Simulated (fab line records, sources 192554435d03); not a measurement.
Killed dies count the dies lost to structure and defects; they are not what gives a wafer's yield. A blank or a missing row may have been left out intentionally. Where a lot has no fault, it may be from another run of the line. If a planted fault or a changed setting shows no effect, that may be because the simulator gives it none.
Which tool did it? | flow n5Finfet | Sampling: 11 lots, 33 wafers, 4 of 1938 route steps

WHAT EACH GAUGE READ, for each wafer
N5_MIM_BOT_LITHO_OVL_MEAS_11.
lot  | measured     | on         | MIM_BOT_OVL (nm)
L987 | day 12 12:50 | overlay-02 | 6 -4 8
L988 | day 12 15:37 | overlay-02 | 7 6 0
L992 | day 13 10:56 | overlay-02 | 1 -10 5
L101 | day 16 14:13 | overlay-02 | 3 -7 12
L102 | day 16 20:38 | overlay-02 | 13 19 3
L104 | day 17 14:58 | overlay-01 | 0 2 0
L106 | day 17 21:40 | overlay-02 | 7 18 6
L107 | day 18 01:07 | overlay-01 | 12 7 8
L108 | day 18 02:58 | overlay-01 | -4 -5 1
L109 | day 18 22:43 | overlay-01 | 16 0 8
L110 | day 19 05:56 | overlay-02 | 9 6 5

WHAT TOOL EACH LOT RAN ON (gives the tool, then ch and the chambers of the sampled wafers, and finally the start)
lot  | N5_STI_FIN_REVEAL_ALD_00        | N5_MIM_BOT_SPUTTER_00       | N5_MIM_TOP_ETCH_PECVD_03
L987 | aldSin-02 ch 0,1,3, day 2 06:27 | pvdSputter-02, day 12 10:11 | pecvd-03 ch 0,1,2, day 12 11:49
L988 | aldSin-02 ch 0,1,3, day 2 10:13 | pvdSputter-02, day 12 13:23 | pecvd-02 ch 0,2, day 12 15:07
L992 | aldSin-02 ch 1,2,3, day 3 10:19 | pvdSputter-02, day 13 08:35 | pecvd-02 ch 1,2, day 13 10:32
L101 | aldSin-01 ch 1,2, day 5 15:56   | pvdSputter-01, day 16 08:38 | pecvd-02 ch 0,2, day 16 13:42
L102 | aldSin-01 ch 1,2,3, day 5 23:52 | pvdSputter-03, day 16 17:46 | pecvd-03 ch 1,2, day 16 20:15
L104 | aldSin-04 ch 0,1, day 6 11:46   | pvdSputter-02, day 17 12:06 | pecvd-02 ch 0,1, day 17 14:34
L106 | aldSin-02 ch 0,2,3, day 6 21:32 | pvdSputter-02, day 17 19:00 | pecvd-03 ch 1,2, day 17 21:16
L107 | aldSin-04 ch 0,2,3, day 7 05:13 | pvdSputter-02, day 17 21:19 | pecvd-02 ch 0,2, day 18 00:44
L108 | aldSin-04 ch 1,2, day 7 09:21   | pvdSputter-02, day 18 00:37 | pecvd-03 ch 1,2, day 18 02:34
L109 | aldSin-02 ch 0,2,3, day 7 15:35 | pvdSputter-02, day 18 19:08 | pecvd-03 ch 0,1,2, day 18 22:12
L110 | aldSin-04 ch 1,2, day 7 21:55   | pvdSputter-02, day 19 03:40 | pecvd-01 ch 0,1, day 19 05:33
- N5_STI_FIN_REVEAL_ALD_00: deposits SiO2, target thk 1 nm, pulse time 1 s.
- N5_MIM_BOT_SPUTTER_00: material TiN, target thk 35 nm, time 89.7 s.
- N5_MIM_TOP_ETCH_PECVD_03: deposits SiNx from SiH4/NH3/N2, target thk 20 nm, time 17.6 s.

THE ANSWER, worked out from the rows above alone
Rule: the lots themselves supply what counts as usual. The widest of any qualifying gaps counts: lots, ordered by their means at a reading, are off when they make up no more than a third of the lots, leave a main group of 4 or more, and stand apart from it by 3 or more times the standard deviation of that group's means. The tables above print the reading to a certain number of digits; a main group whose means all agree to those digits is not used. A lot without any number at a reading at which 4 lots or more have one is off too. The other lots that the step has rows for count as sound.
None of the lots is off at any reading shown; this tells nothing.

WHAT HAD BEEN PUT IN BY THE SIMULATOR
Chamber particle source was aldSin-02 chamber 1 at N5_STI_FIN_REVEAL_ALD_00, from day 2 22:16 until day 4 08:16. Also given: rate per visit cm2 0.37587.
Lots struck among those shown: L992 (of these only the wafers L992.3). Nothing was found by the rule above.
